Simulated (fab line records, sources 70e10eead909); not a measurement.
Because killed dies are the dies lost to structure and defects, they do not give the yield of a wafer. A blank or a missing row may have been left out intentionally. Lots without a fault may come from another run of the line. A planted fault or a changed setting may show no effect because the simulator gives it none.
Problem report in the 8D (eight disciplines) form, filled by code + flow nand_harc + the parts of the form that need people (team, actions taken, sign-off) are left out

## 1. THE ISSUE
Wafers without a fault read 80.3 nm, standard deviation 0.76; cd_nm at NHARC_A_M0_CD_MEAS_09 reads a mean of 93.1 nm on 6 wafers belonging to 2 lots. Relative to the usual mean, that is a shift of +17 standard deviations.
The step: target cd 80 nm.
The first sign was on wafer L850.1 at day 22 03:19, on cd_sem-02. The record has a number at this step for 33 wafers belonging to 11 lots. By rule, "out" or "out of limits" means more than 4 standard deviations away from the usual mean. The rest of the wafers with a number are treated as sound.

## 2. WHAT IT IS, AND WHAT IT ISN'T
| question                    | is                     | is not                                               |
|-----------------------------|------------------------|------------------------------------------------------|
| which readings at this step | cd_nm                  | -                                                    |
| which lots                  | L850, L855             | L832, L833, L834, L836, L840, L841, L843, L844, L845 |
| which wafers of those lots  | all that have a number | -                                                    |
| read on which gauges        | cd_sem-01, cd_sem-02   | cd_sem-03                                            |
| when                        | from day 22 03:19      | up to then (27 sound wafers)                         |

## 3. SUSPECTS, AND WHAT RULES EACH OUT
Counting: a tool at a process step up to the reading stays a suspect if it ran every lot that is out and no sound lot after the first of them.
- the gauge at NHARC_A_M0_CD_MEAS_09: ruled out. Those wafers that are out were read across 2 gauges (cd_sem-01, cd_sem-02).
- litho_track-06 at NHARC_A_M0_PEB_07 (peb time 65 s): kept. All lots that are out passed through it, beginning with L850 at day 22 03:14, and no sound lot followed; its final sound lot before that point was L845 at day 20 09:51.
The count leaves litho_track-06 at NHARC_A_M0_PEB_07.

## 4. THE CAUSE (what the simulator had put in)
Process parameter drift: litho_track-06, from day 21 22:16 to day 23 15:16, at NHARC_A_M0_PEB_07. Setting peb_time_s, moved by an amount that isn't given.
This tool alone remained once counting was done.

## 5. THE EFFECT CHAIN, in route order
Each row: a reading where the mean over the struck wafers with a number is more than 3 standard deviations away from the usual. Readings are gone through only where the record gives a usual standard deviation; hours: the median, over the lots, of the time from a lot's start at the first step in this table giving one to that lot's start at this step; sigmas: the change measured in usual standard deviations.
| hours | step                  | reading | usual   | on struck wafers | change | sigmas |
|-------|-----------------------|---------|---------|------------------|--------|--------|
| 0     | NHARC_A_M0_CD_MEAS_09 | cd_nm   | 80.3 nm | 93.1             | +12.8  | +17    |
At these later measuring or inspecting steps, every struck wafer for which the step has a row has a number for every such reading, and none has moved that far: NHARC_END_SORT_01.

## 6. HOW IT WOULD HAVE BEEN CAUGHT EARLIER
In this record the first reading out of limits at a measuring or inspecting step was taken at day 22 03:19, 5 hours after the fault began at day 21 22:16.
L855, from the lots that are out (2), started NHARC_A_M0_PEB_07 on litho_track-06 later than day 22 03:19. Holding the tool at that time would have saved it.
